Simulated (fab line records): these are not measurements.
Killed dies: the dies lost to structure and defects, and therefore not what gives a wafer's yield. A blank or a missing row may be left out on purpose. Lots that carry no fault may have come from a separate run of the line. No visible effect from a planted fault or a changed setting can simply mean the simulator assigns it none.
Chamber matching | flow n5Finfet | N5_BEOL_M1_ALD_98 on aldSin-03 has 4 sister chambers
The step deposits SiO2, target thk 2.5 nm, pulse time 1 s, co reactant pulse time 1 s. 4 wafers are shown with their chamber, then 10 later ones without.

== EACH WAFER AND ITS CHAMBER ==
wafer  | chamber | heaterPowerW (W)
L088.2 | 2       | 83
L088.3 | 1       | 69
L089.1 | 0       | 80
L089.3 | 3       | 90

== WAFERS MISSING THEIR CHAMBER ==
wafer  | heaterPowerW (W)
L089.4 | 66
L090.2 | 81
L090.3 | 67
L090.5 | 78
L092.2 | 88
L092.4 | 80
L092.6 | 83
L096.2 | 68
L096.3 | 81
L096.5 | 67

== CHAMBER TAKEN BY EACH ==
wafer  | from the rows above     | in truth
L089.4 | 1                       | 1
L090.2 | can't be placed: 0 or 2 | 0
L090.3 | 1                       | 1
L090.5 | can't be placed: 0 or 2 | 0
L092.2 | can't be placed: 3 or 2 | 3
L092.4 | can't be placed: 0 or 2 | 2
L092.6 | can't be placed: 2 or 0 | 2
L096.2 | 1                       | 1
L096.3 | can't be placed: 0 or 2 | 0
L096.5 | 1                       | 1
4 of 10 placed correctly. Unplaceable from these rows: 6, with the true chamber sitting among the candidates in 6. 0 placed wrongly.
How it was worked out, from the rows above alone: a wafer's distance from a chamber is the root of the sum, over the readings, of the square of ((its reading less the chamber's mean) divided by the reading's scatter). The wafer belongs to the nearest chamber; if the next one is less than 2 further off, it can't be placed. Each chamber's mean is taken over the wafers shown for it. The scatter: with one shown wafer a chamber, the root of the mean of the squares of how far each hidden wafer lies from its nearest shown one.
